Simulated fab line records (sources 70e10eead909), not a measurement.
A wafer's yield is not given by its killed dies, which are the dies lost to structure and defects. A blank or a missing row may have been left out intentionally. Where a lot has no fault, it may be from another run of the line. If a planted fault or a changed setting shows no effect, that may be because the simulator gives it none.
fab line records	flow nand_harc	part 1 of 2: steps 1 to 4 of 6
[record] lots = 21	wafers = 63	last_day = 32
route steps=1302 shown A_STAIRCASE@834 A_SGD_CUT@904 A_SLIT@933
lots that met no fault: taken from a fault-free run of the same line
start_h: hours from the record's first day to the start of the lot's first wafer shown	wait_h: hours from the lot's prior step to this one	" same as the row above	L1.1+2: a row that stands for several wafers	- no value, or no start given	* or withheld: withheld	< > ~ a bound
route shown NAME@n: names a module that has steps shown in the file, with the first one's number in the route	usual: average and standard deviation across the fault-free wafers	same: alike in all rows	chamber/n: place in a boat	sites: readings site by site	_std_site: standard deviation of those values	_edge_site: inner sites' mean taken away from outer sites' mean	radius_mm: how far each site lies from the wafer's centre	mask NAME#n: copy n	behind: tool/chamber where the wafer was last shaped	hold: cause of the lot's hold/its duration in hours/its outcome	device: transistor that didn't switch, given as n, p or np	end of line: the same wafers' tests at the end of the route	a step with no rows: only its recipe	killed: the dies lost at the first sort to structure and to defects; this is not the yield of the wafer	map: the dies of a wafer, with x for killed, . for not killed, _ for no die there
set.NAME: the setting that was run; set.NAME@STEP: the one run at that earlier step	model.NAME: the simulator's own value behind a step, which no gauge read
steps of the route over a sample of lots; a table a step, a row a wafer
services: when a tool's chamber went out of use (start_h, in hours from the record's first day, below 0 if earlier), for how many hours, and the reason
[[steps]]
[step NHARC_A_STAIRCASE_ETCH_453]
[recipe] target_depth_a = 300	overetch_a = 30	time_s = 16.5	ion_energy_ev = 100	cf4_flow_sccm = 80	o2_flow_sccm = 20	ar_flow_sccm = 0	rf_w = 300	bias_w = 100	chemistry = CF4/O2
[usual] chamber_pressure_mTorr = 30.000/0.03	drypump_motor_current_A = 5.5/0.46	oes_o_777_au = 1.000/0.0043	oes_product_au = 1.001/0.011	rf_vpp_V = 197.6/1.4	showerhead_plenum_p_Torr = 1.33/0.059	throttle_valve_pct = 13.396/0.0091
lot.wafer	tool	chamber	start_h	wait_h	chamber_pressure_mTorr	drypump_motor_current_A	oes_o_777_au	oes_product_au	rf_hours_counter_h	rf_vpp_V	showerhead_plenum_p_Torr	throttle_valve_pct
L074.2	rie_diel-08	0	-	-	29.980	5.0	0.997	1.017	2	197.8	1.36	13.399
L074.3	"	1	"	"	29.991	5.6	0.998	0.993	2	195.9	1.30	13.400
L074.6	"	1	"	"	29.996	5.6	1.001	1.007	-	196.4	1.30	13.394
L075.3	rie_diel-07	1	-	-	29.999	5.7	1.000	1.010	24	198.6	1.44	13.390
L075.5	"	1	"	"	30.021	5.7	1.002	1.008	-	198.2	1.44	13.389
L075.6	"	2	"	"	30.005	6.1	0.998	1.021	-	198.4	1.38	13.387
L076.2	rie_diel-07	0	-	-	30.037	4.8	1.002	0.993	38	198.0	1.38	13.410
L076.5	"	3	"	"	29.998	4.6	0.994	1.014	-	196.2	1.28	13.413
L076.4	"	0	"	"	30.015	4.8	0.996	0.981	-	198.7	1.38	13.384
L078.4	rie_diel-07	1	-	-	29.995	5.7	0.997	1.016	34	200.3	1.44	13.388
L078.1	"	2	"	"	30.006	6.1	0.997	1.019	33	199.1	1.38	13.400
L078.6	"	2	"	"	29.952	6.1	0.996	1.022	-	199.5	1.38	13.394
L079.3	rie_diel-01	2	-	-	29.987	5.9	0.997	0.996	17	198.5	1.40	13.392
L079.2	"	0	"	"	29.988	4.9	0.997	0.998	15	197.3	1.31	13.396
L079.6	"	2	"	"	30.011	5.9	1.009	0.998	-	199.8	1.40	13.394
L080.3	rie_diel-08	0	-	-	30.065	5.0	1.004	1.013	27	199.3	1.36	13.405
L080.1	"	2	"	"	30.005	6.1	0.994	0.987	24	196.6	1.26	13.413
L080.5	"	3	"	"	29.998	5.8	1.005	1.000	-	196.3	1.28	13.394
L077.4	rie_diel-01	0	-	-	30.000	4.9	1.004	1.001	18	199.0	1.31	13.389
L077.3	"	1	"	"	29.982	5.8	0.998	0.994	21	194.9	1.24	13.403
L077.5	"	3	"	"	29.983	5.5	1.003	0.987	-	197.9	1.38	13.390
L081.1	rie_diel-08	3	-	-	29.958	5.8	1.003	1.016	36	195.9	1.28	13.399
L081.4	"	1	"	"	30.002	5.6	0.996	0.997	29	195.6	1.29	13.401
L081.6	"	2	"	"	29.985	6.1	1.003	0.996	-	197.1	1.26	13.401
L082.4	rie_diel-08	1	-	-	29.992	5.6	0.989	0.989	32	196.1	1.29	13.402
L082.3	"	2	"	"	30.017	6.1	0.992	0.984	36	195.9	1.26	13.391
L082.2	"	3	"	"	29.986	5.8	1.002	1.016	39	197.0	1.28	13.410
L085.1	rie_diel-07	3	-	-	29.987	4.7	0.998	0.996	6	195.4	1.28	13.381
L085.3	"	2	"	"	29.995	6.1	1.003	0.992	7	197.9	1.37	13.403
L085.6	"	3	"	"	30.041	4.7	0.997	1.012	-	195.4	1.28	13.401
L084.1	rie_diel-01	3	-	-	29.990	5.5	1.004	1.008	36	199.7	1.37	13.413
L084.4	"	0	"	"	30.040	4.9	1.001	1.008	36	197.9	1.31	13.390
L084.2	"	1	"	"	29.984	5.8	1.002	0.995	37	196.5	1.24	13.381
L087.1	rie_diel-08	3	-	-	29.990	5.8	1.000	1.014	52	197.3	1.28	13.392
L087.2	"	0	"	"	30.005	5.0	1.001	0.994	49	198.3	1.35	13.396
L087.3	"	1	"	"	29.995	5.6	1.002	0.990	44	196.5	1.29	13.390
L088.4	rie_diel-01	3	-	-	30.019	5.5	1.004	1.011	43	199.2	1.37	13.409
L088.2	"	0	"	"	29.958	4.9	1.006	1.006	42	196.1	1.30	13.386
L088.5	"	1	"	"	30.008	5.8	1.000	1.002	-	195.2	1.24	13.406
L089.3	rie_diel-08	0	-	-	29.997	4.9	0.993	1.010	54	198.1	1.35	13.414
L089.4	"	2	"	"	30.008	6.1	0.996	0.991	53	196.5	1.26	13.385
L089.6	"	0	"	"	29.999	4.9	0.995	0.996	-	197.3	1.35	13.397
L090.4	rie_diel-08	1	-	-	30.015	5.6	1.010	0.990	51	198.5	1.29	13.403
L090.3	"	3	"	"	30.008	5.8	1.005	1.010	60	195.7	1.28	13.401
L090.6	"	2	"	"	29.924	6.1	1.000	0.997	-	197.0	1.26	13.405
L092.3	rie_diel-08	3	-	-	30.008	5.8	1.013	1.003	1	196.2	1.28	13.400
L092.6	"	1	"	"	30.017	5.6	1.003	0.999	-	195.0	1.29	13.400
L092.5	"	2	"	"	30.001	6.1	0.996	0.994	-	196.5	1.26	13.411
L091.1	rie_diel-07	1	-	-	29.989	5.7	1.001	1.005	33	199.4	1.42	13.393
L091.6	"	2	"	"	30.032	6.1	0.994	0.983	-	198.5	1.37	13.382
L091.5	"	3	"	"	29.987	4.6	0.997	0.989	-	197.0	1.27	13.402
L094.4	rie_diel-01	2	-	-	29.985	5.9	1.001	1.018	8	198.6	1.39	13.387
L094.5	"	1	"	"	29.997	5.8	1.002	1.011	-	199.7	1.44	13.393
L094.6	"	2	"	"	29.967	5.9	0.999	1.016	-	200.2	1.39	13.401
L093.3	rie_diel-01	2	-	-	30.032	5.9	0.995	1.005	9	199.1	1.39	13.390
L093.4	"	3	"	"	30.020	5.5	0.997	1.005	9	198.3	1.37	13.398
L093.2	"	1	"	"	29.994	5.8	0.996	1.014	11	200.5	1.44	13.392
L095.4	rie_diel-08	1	-	-	29.978	5.6	1.000	0.993	19	197.8	1.29	13.396
L095.2	"	2	"	"	29.957	6.1	1.002	0.999	18	196.3	1.25	13.396
L095.5	"	0	"	"	30.020	5.0	1.002	0.991	-	198.5	1.35	13.388
L097.3	rie_diel-08	3	-	-	30.029	5.8	1.002	1.006	23	196.9	1.27	13.387
L097.1	"	0	"	"	29.968	5.0	0.999	0.994	15	198.1	1.35	13.404
L097.2	"	1	"	"	29.973	5.6	0.995	0.988	22	196.0	1.28	13.416
[step NHARC_A_STAIRCASE_STRIP_476]
[recipe] time_s = 20	o2_flow_sccm = 500	ar_flow_sccm = 0	bias_w = 0	chemistry = O2
[usual] chamber_pressure_mTorr = 59.99/0.054	drypump_motor_current_A = 5.5/0.49	oes_product_au = 1.001/0.0097	rf_vpp_V = 57.7/0.92	showerhead_plenum_p_Torr = 3.53/0.16	throttle_valve_pct = 17.037/0.0088
lot.wafer	tool	chamber	start_h	wait_h	chamber_pressure_mTorr	drypump_motor_current_A	oes_product_au	rf_hours_counter_h	rf_vpp_V	showerhead_plenum_p_Torr	throttle_valve_pct
L074.2	rie_diel-08	2	365.80	0.2	59.95	6.1	0.998	6	56.3	3.36	17.040
L074.3	"	1	"	"	59.98	5.7	0.990	4	55.9	3.44	17.025
L074.6	"	2	"	"	59.98	6.1	0.989	-	59.0	3.36	17.030
L075.3	rie_diel-07	3	369.57	0.1	60.02	4.7	1.012	31	57.4	3.40	17.026
L075.5	"	2	"	"	60.00	6.2	1.006	-	59.1	3.64	17.035
L075.6	"	3	"	"	60.09	4.7	1.013	-	59.5	3.40	17.047
L076.2	rie_diel-01	1	400.61	0.1	60.02	5.8	1.009	13	56.6	3.29	17.056
L076.4	"	0	"	"	59.98	4.9	1.008	11	57.7	3.47	17.046
L076.5	"	2	"	"	60.05	5.9	0.999	-	57.5	3.71	17.031
L078.4	rie_diel-01	2	402.65	0.1	59.88	5.9	0.999	11	59.5	3.71	17.025
L078.1	"	3	"	"	59.97	5.5	1.009	10	58.8	3.64	17.035
L078.6	"	0	"	"	60.01	4.9	1.003	-	55.7	3.47	17.029
L079.2	rie_diel-01	3	417.90	0.1	59.93	5.5	0.997	13	57.2	3.64	17.034
L079.3	"	0	"	"	60.01	4.9	0.993	16	57.9	3.46	17.036
L079.6	"	2	"	"	60.00	5.9	0.995	-	58.4	3.70	17.037
L080.1	rie_diel-07	2	428.65	0.1	59.93	6.1	1.015	41	58.6	3.64	17.038
L080.3	"	3	"	"	60.07	4.7	1.018	50	58.3	3.39	17.036
L080.5	"	1	"	"	60.04	5.7	1.010	-	59.5	3.78	17.048
L077.4	rie_diel-01	1	429.43	0.1	59.90	5.8	0.995	23	57.0	3.29	17.033
L077.3	"	2	"	"	59.95	5.9	0.994	22	58.8	3.70	17.035
L077.5	"	2	"	"	59.95	5.9	0.997	-	58.1	3.70	17.039
L081.1	rie_diel-01	1	453.05	0.1	59.93	5.8	0.998	31	57.8	3.28	17.029
L081.4	"	2	"	"	60.09	5.9	1.003	30	58.3	3.70	17.038
L081.6	"	0	"	"	59.92	4.9	1.000	-	55.9	3.46	17.032
L082.3	rie_diel-08	1	461.14	0.1	60.06	5.6	1.006	34	57.7	3.42	17.028
L082.4	"	3	"	"	60.02	5.8	1.011	40	58.9	3.39	17.025
L082.2	"	0	"	"	60.07	5.0	1.005	39	57.9	3.58	17.041
L085.3	rie_diel-07	0	473.96	0.1	60.01	4.8	0.985	5	57.9	3.62	17.044
L085.1	"	2	"	"	59.92	6.1	0.986	8	58.8	3.63	17.032
L085.6	"	0	"	"	59.96	4.8	0.986	-	58.2	3.62	17.037
L084.1	rie_diel-01	0	474.10	0.1	60.03	4.9	1.003	37	55.8	3.45	17.039
L084.2	"	2	"	"	59.97	5.9	1.011	38	59.1	3.69	17.042
L084.4	"	3	"	"	59.97	5.5	1.009	37	57.8	3.63	17.046
L087.1	rie_diel-01	3	491.75	0.1	59.94	5.6	1.013	41	59.0	3.62	17.029
L087.2	"	0	"	"	60.10	4.9	1.008	40	57.7	3.45	17.036
L087.3	"	1	"	"	60.03	5.8	0.999	42	57.0	3.28	17.067
L088.2	rie_diel-08	3	501.95	0.4	59.89	5.8	1.013	57	57.9	3.38	17.044
L088.4	"	1	"	"	60.03	5.6	0.990	48	56.9	3.42	17.040
L088.5	"	3	"	"	59.98	5.8	1.017	-	59.0	3.38	17.042
L089.3	rie_diel-07	2	505.73	0.1	60.09	6.1	0.977	18	57.2	3.62	17.051
L089.6	"	3	"	"	60.06	4.7	1.004	-	56.8	3.38	17.025
L089.4	"	2	"	"	59.95	6.1	0.990	-	56.3	3.62	17.022
L090.3	rie_diel-08	0	514.92	0.1	59.97	5.0	1.008	58	58.3	3.57	17.027
L090.4	"	1	"	"	59.96	5.6	0.991	52	57.7	3.41	17.039
L090.6	"	1	"	"	59.95	5.6	0.995	-	58.3	3.41	17.027
L092.3	rie_diel-07	2	536.05	0.1	59.91	6.1	0.994	32	57.7	3.61	17.046
L092.6	"	1	"	"	60.03	5.7	1.002	-	59.2	3.76	17.034
L092.5	"	3	"	"	59.96	4.7	1.003	-	57.3	3.37	17.029
L091.1	rie_diel-01	0	546.88	0.1	59.98	4.9	1.008	1	56.8	3.44	17.020
L091.6	"	0	"	"	59.99	4.9	1.015	-	57.3	3.44	17.053
L091.5	"	1	"	"	59.99	5.8	1.002	-	56.1	3.81	17.037
L094.4	rie_diel-07	0	571.28	0.1	60.00	4.8	0.986	24	58.7	3.61	17.040
L094.5	"	0	"	"	59.94	4.8	0.986	-	58.6	3.61	17.034
L094.6	"	1	"	"	60.07	5.7	1.001	-	57.8	3.75	17.051
L093.2	rie_diel-08	0	575.43	0.1	59.98	5.0	1.000	10	58.4	3.56	17.047
L093.3	"	2	"	"	59.98	6.1	1.013	16	58.3	3.32	17.048
L093.4	"	3	"	"	60.06	5.8	1.007	18	57.0	3.37	17.033
L095.2	rie_diel-07	1	585.45	0.1	60.07	5.7	1.008	45	58.3	3.75	17.047
L095.4	"	3	"	"	59.96	4.7	0.990	-	56.8	3.36	17.030
L095.5	"	0	"	"	59.91	4.8	0.997	-	57.7	3.61	17.024
L097.1	rie_diel-01	0	594.92	0.1	59.94	4.9	1.012	17	58.9	3.43	17.033
L097.2	"	1	"	"	60.05	5.8	1.025	20	58.4	3.80	17.044
L097.3	"	2	"	"	60.06	5.9	1.017	20	59.1	3.67	17.039
[step NHARC_A_STAIRCASE_DEP_322]
[recipe] target_thk_a = 72000	temp_c = 400	target_thk_nm = 7200	teos_flow_sccm = 200	rf_w = 500	material = SiO2
[usual] heater_power_w = 639/82
lot.wafer	tool	chamber	start_h	wait_h	heater_power_w
L074.3	pecvd-01	1	386.49	0.2	703
L074.2	"	2	"	"	680
L074.6	"	2	"	"	591
L075.3	pecvd-01	0	392.38	0.1	782
L075.6	"	0	"	"	628
L075.5	"	2	"	"	600
L076.2	pecvd-02	1	418.92	0.1	667
L076.4	"	2	"	"	614
L076.5	"	0	"	"	707
L078.1	pecvd-04	1	419.04	0.2	551
L078.4	"	2	"	"	570
L078.6	"	2	"	"	597
L079.2	pecvd-04	2	440.96	0.2	580
L079.3	"	0	"	"	741
L079.6	"	0	"	"	658
L080.1	pecvd-02	2	447.50	0.1	588
L080.3	"	1	"	"	670
L080.5	"	2	"	"	585
L077.3	pecvd-01	2	447.50	0.1	631
L077.5	"	2	"	"	599
L077.4	"	1	"	"	575
L081.1	pecvd-04	2	475.36	0.1	692
L081.6	"	2	"	"	557
L081.4	"	0	"	"	637
L082.3	pecvd-04	1	480.25	0.1	480
L082.2	"	0	"	"	804
L082.4	"	1	"	"	479
L084.1	pecvd-01	1	493.94	0.1	647
L084.2	"	2	"	"	638
L084.4	"	0	"	"	632
L085.3	pecvd-04	2	494.04	0.2	683
L085.1	"	0	"	"	692
L085.6	"	0	"	"	641
L087.2	pecvd-01	0	510.43	0.1	736
L087.3	"	1	"	"	673
L087.1	"	2	"	"	662
L088.2	pecvd-01	1	522.83	0.2	669
L088.5	"	0	"	"	641
L088.4	"	1	"	"	586
L089.3	pecvd-02	0	522.92	0.3	837
L089.4	"	2	"	"	590
L089.6	"	0	"	"	682
L090.3	pecvd-01	1	533.39	0.2	666
L090.6	"	1	"	"	574
L090.4	"	2	"	"	599
L092.3	pecvd-02	2	561.56	0.3	652
L092.5	"	0	"	"	700
L092.6	"	1	"	"	557
L091.1	pecvd-01	2	565.16	0.1	641
L091.5	"	0	"	"	630
L091.6	"	1	"	"	587
L093.2	pecvd-02	0	595.18	0.1	756
L093.3	"	1	"	"	677
L093.4	"	0	"	"	656
L094.5	pecvd-01	2	595.43	0.3	598
L094.4	"	0	"	"	647
L094.6	"	1	"	"	585
L095.2	pecvd-02	2	606.75	0.3	743
L095.5	"	0	"	"	665
L095.4	"	2	"	"	671
L097.2	pecvd-01	1	615.54	0.1	611
L097.3	"	2	"	"	717
L097.1	"	0	"	"	706
[step NHARC_A_SGD_CUT_DESCUM_14]
[recipe] time_s = 3	o2_flow_sccm = 200	ar_flow_sccm = 0	bias_power_w = 0	chemistry = O2
[usual] chamber_pressure_mTorr = 60.00/0.055	drypump_motor_current_A = 5.8/0.45	oes_product_au = 0.995/0.011	rf_vpp_V = 57.9/0.88	showerhead_plenum_p_Torr = 1.94/0.076	throttle_valve_pct = 11.312/0.0099
lot.wafer	tool	chamber	start_h	wait_h	chamber_pressure_mTorr	drypump_motor_current_A	oes_product_au	rf_hours_counter_h	rf_vpp_V	showerhead_plenum_p_Torr	throttle_valve_pct
L074.3	rie_diel-09	2	412.12	0.1	60.06	5.8	1.010	9	58.9	2.03	11.311
L074.2	"	1	"	"	59.94	6.2	0.989	9	58.4	2.00	11.303
L074.6	"	3	"	"	60.02	6.8	1.013	-	57.5	1.90	11.307
L075.3	rie_diel-12	3	419.81	0.1	60.02	5.9	0.994	12	58.5	2.01	11.311
L075.6	"	1	"	"	60.10	5.5	0.995	-	58.7	2.01	11.308
L075.5	"	2	"	"	59.92	5.7	0.995	-	59.1	2.02	11.317
L076.2	rie_diel-04	3	442.54	0.1	59.92	4.8	0.995	4	57.5	1.84	11.323
L076.4	"	1	"	"	60.02	5.9	0.993	3	57.6	1.85	11.309
L076.5	"	0	"	"	59.91	5.2	1.003	-	57.8	1.93	11.316
L078.4	rie_diel-12	1	442.81	0.1	60.03	5.5	0.987	0	57.9	2.01	11.320
L078.1	"	2	"	"	60.01	5.8	0.986	0	57.8	2.02	11.307
L078.6	"	0	"	"	60.05	5.6	0.987	-	58.5	1.88	11.318
L079.2	rie_diel-04	1	467.05	0.1	60.06	5.9	0.993	4	56.8	1.85	11.328
L079.3	"	3	"	"	59.86	4.8	1.002	4	56.2	1.84	11.314
L079.6	"	1	"	"	60.01	5.9	0.988	-	57.3	1.85	11.327
L077.4	rie_diel-12	2	472.49	0.1	60.07	5.8	0.986	1	59.2	2.02	11.306
L077.3	"	3	"	"	60.08	5.9	0.981	2	58.6	2.00	11.321
L077.5	"	0	"	"	59.98	5.6	0.986	-	58.0	1.88	11.321
L080.3	rie_diel-09	2	472.83	0.1	59.90	5.8	0.988	14	58.4	2.03	11.315
L080.1	"	0	"	"	59.99	6.1	0.999	13	58.2	1.95	11.315
L080.5	"	2	"	"	60.05	5.8	0.997	-	58.3	2.03	11.315
L081.4	rie_diel-09	3	499.81	0.1	60.00	6.8	1.008	1	58.1	1.89	11.298
L081.1	"	0	"	"	60.00	6.1	0.997	1	58.1	1.95	11.316
L081.6	"	0	"	"	60.03	6.1	0.996	-	57.0	1.95	11.312
L082.4	rie_diel-04	0	507.68	0.1	60.03	5.2	1.014	5	57.0	1.93	11.324
L082.3	"	1	"	"	60.02	6.0	1.005	5	57.9	1.85	11.303
L082.2	"	2	"	"	59.93	5.7	1.011	5	58.6	1.82	11.329
L085.3	rie_diel-04	2	517.68	0.1	59.99	5.7	1.000	0	56.9	1.82	11.314
L085.1	"	0	"	"	59.90	5.2	0.995	0	58.5	1.93	11.313
L085.6	"	3	"	"	59.89	4.8	0.976	-	57.4	1.84	11.306
L084.2	rie_diel-04	2	518.95	0.1	60.07	5.8	1.002	0	58.0	1.82	11.312
L084.1	"	3	"	"	60.06	4.8	0.992	0	56.1	1.84	11.321
L084.4	"	0	"	"	60.02	5.2	1.008	0	56.6	1.93	11.299
L087.1	rie_diel-04	3	536.49	0.1	59.95	4.8	0.987	1	55.8	1.84	11.305
L087.2	"	1	"	"	60.00	5.9	0.987	1	57.8	1.85	11.320
L087.3	"	2	"	"	59.96	5.7	1.001	1	57.0	1.82	11.311
L089.4	rie_diel-12	3	548.72	0.1	59.99	5.9	0.991	6	58.6	2.00	11.339
L089.3	"	0	"	"	59.97	5.6	1.000	6	57.3	1.88	11.316
L089.6	"	2	"	"	60.04	5.8	0.992	-	58.9	2.02	11.314
L088.2	rie_diel-04	3	549.32	0.1	59.87	4.8	0.988	3	57.8	1.83	11.311
L088.4	"	0	"	"	59.99	5.2	1.014	3	57.7	1.93	11.311
L088.5	"	1	"	"	60.04	6.0	1.003	-	58.4	1.85	11.314
L090.4	rie_diel-09	1	557.56	0.1	59.99	6.1	0.987	8	58.1	2.00	11.314
L090.3	"	0	"	"	60.07	6.1	1.000	7	57.2	1.94	11.322
L090.6	"	1	"	"	60.00	6.2	0.967	-	59.0	2.00	11.316
L092.3	rie_diel-12	1	587.41	0.1	59.99	5.5	1.005	9	58.0	2.01	11.302
L092.6	"	0	"	"	59.95	5.6	1.004	-	58.7	1.87	11.295
L092.5	"	1	"	"	60.03	5.5	1.002	-	57.7	2.01	11.319
L091.1	rie_diel-09	2	588.01	0.1	60.00	5.8	0.985	8	59.1	2.03	11.296
L091.5	"	1	"	"	60.03	6.1	0.984	-	59.0	2.00	11.298
L091.6	"	2	"	"	60.04	5.8	0.979	-	58.4	2.03	11.333
L093.3	rie_diel-04	1	622.31	0.1	60.00	5.9	0.990	8	57.3	1.84	11.324
L093.2	"	3	"	"	60.05	4.8	0.976	7	58.4	1.83	11.330
L093.4	"	0	"	"	60.04	5.2	0.995	7	57.6	1.92	11.339
L094.4	rie_diel-12	3	622.63	0.1	59.96	5.9	0.997	1	57.8	2.00	11.303
L094.5	"	2	"	"	59.97	5.8	0.993	-	58.4	2.02	11.295
L094.6	"	3	"	"	59.93	5.9	1.002	-	57.3	2.00	11.301
L095.2	rie_diel-09	1	630.92	0.1	60.00	6.2	0.967	14	59.3	2.00	11.313
L095.4	"	3	"	"	60.06	6.8	0.999	13	57.6	1.89	11.313
L095.5	"	1	"	"	60.09	6.1	0.973	-	58.5	2.00	11.316
L097.3	rie_diel-12	0	640.20	0.1	59.99	5.6	1.008	2	58.8	1.87	11.309
L097.1	"	1	"	"	59.96	5.5	0.992	2	57.7	2.01	11.319
L097.2	"	2	"	"	59.98	5.8	0.998	3	57.4	2.02	11.299
